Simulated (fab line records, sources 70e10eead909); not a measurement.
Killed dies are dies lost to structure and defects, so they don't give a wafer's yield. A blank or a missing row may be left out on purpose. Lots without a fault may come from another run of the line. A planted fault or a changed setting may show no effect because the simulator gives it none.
Problem report in the 8D (eight disciplines) form, filled by code | flow nand_harc | the parts of the form that need people (team, actions taken, sign-off) are left out

1. THE PROBLEM
heater_power_total_W at NHARC_A_BLC_SOFTBAKE_05 reads a mean of 165.52 W on 9 wafers of 3 lots; wafers without a fault read 188.44 W with a standard deviation of 0.13. That is -99 or more standard deviations from the usual mean.
The step: time 55 s.
First seen on wafer L509.2, day 19 13:00, on litho_track-04. The record holds 21 wafers of 7 lots with a number at this step. Rule for "out", or "out of limits": more than 4 standard deviations from the usual mean. The other wafers with a number count as sound.

2. WHAT IT IS AND WHAT IT IS NOT
question                    | is                     | is not
which readings at this step | heater_power_total_W   | -
which lots                  | L506, L509, L510       | L503, L505, L519, L520
which wafers of those lots  | all that have a number | -
read on which tools         | litho_track-04         | litho_track-01, litho_track-06
when                        | from day 19 13:00      | up to then (6 sound wafers); but 6 sound wafers of L519, L520 came after

3. SUSPECTS, AND WHAT RULES EACH OUT
Counting: a tool at a process step up to the reading stays a suspect if it ran every lot that is out and no sound lot after the first of them.
- litho_track-04 at NHARC_A_BLC_SOFTBAKE_05 (time 55 s): kept. It ran every lot that is out, first L509 (day 19 13:00), and no sound lot after that; its last sound lot up to then is L505 (day 18 10:00). Its own readings are out on those wafers: heater_power_total_W.
Left after counting: litho_track-04 at NHARC_A_BLC_SOFTBAKE_05.

4. THE CAUSE (what the simulator had put in)
Process parameter drift: litho_track-04, from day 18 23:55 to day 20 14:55, at NHARC_A_BLC_SOFTBAKE_05. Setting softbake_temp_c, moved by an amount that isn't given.
Counting left only this tool.

5. THE CHAIN OF EFFECTS, in route order
Each row: a reading whose mean over the struck wafers that have a number lies more than 3 standard deviations from the usual. Only readings for which the record gives a usual standard deviation are gone through. hours: the time from each lot's start at the first step in this table that gives one to its start at this step, as a median over the lots. sigmas: the change in usual standard deviations.
hours | step                    | reading              | usual    | on struck wafers | change | sigmas
0     | NHARC_A_BLC_SOFTBAKE_05 | heater_power_total_W | 188.44 W | 165.52           | -22.92 | -99 or more
The process steps in it:
- NHARC_A_BLC_SOFTBAKE_05: time 55 s.
Later measuring or inspecting steps at which every struck wafer that the step has a row for has a number for every such reading, and none has moved that far: NHARC_A_BLC_CD_MEAS_10, NHARC_A_BLC_OVL_MEAS_11, NHARC_A_BLC_INSPECT_12, NHARC_END_SORT_01.

6. WHAT WOULD HAVE CAUGHT IT SOONER
In this record the first reading out of limits was taken at day 19 13:00, 13 hours after the fault began at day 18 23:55.
